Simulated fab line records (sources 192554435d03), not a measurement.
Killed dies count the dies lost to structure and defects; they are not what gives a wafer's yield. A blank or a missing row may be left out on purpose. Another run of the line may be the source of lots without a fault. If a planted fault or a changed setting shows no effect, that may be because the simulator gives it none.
Chamber matching	flow n5_finfet	4 sister chambers for N5_BEOL_M3_ETCH_69 on rie_diel-05
The step etches SiARC in CF4, target depth 15.6 nm, time 26 s. 4 wafers are shown with their chamber, then 9 later ones without.

WAFERS, EACH WITH ITS CHAMBER
wafer	chamber	drypump_motor_current_A (A)
L085.6	1	5.29
L089.1	2	5.55
L089.2	3	5.52
L089.3	0	6.06

WAFERS WITHOUT THEIR CHAMBER
wafer	drypump_motor_current_A (A)
L093.1	5.55
L093.5	5.54
L093.6	6.02
L094.3	5.52
L094.4	5.27
L094.6	5.31
L096.1	5.99
L096.4	5.55
L096.6	5.30

THE CHAMBER EACH PASSED THROUGH
wafer	from the rows above	in truth
L093.1	can't be placed: 2 or 3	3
L093.5	can't be placed: 2 or 3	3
L093.6	0	0
L094.3	can't be placed: 3 or 2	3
L094.4	1	1
L094.6	1	1
L096.1	0	0
L096.4	can't be placed: 2 or 3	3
L096.6	1	1
5 of 9 placed correctly. Not placeable from these rows: 4 (in 4, the candidates include the true chamber). 0 placed wrongly.
How it was worked out, from the rows above alone: a wafer's distance from a chamber is the root of the sum, over the readings, of the square of ((its reading less the chamber's mean) divided by the reading's scatter). If the next closest chamber is less than 2 further off than the closest, the wafer can't be placed; otherwise it belongs to the closest. Each chamber's mean is taken over the wafers shown for it. The scatter: root of mean squared gap, hidden wafer to nearest shown wafer, with one shown wafer a chamber.
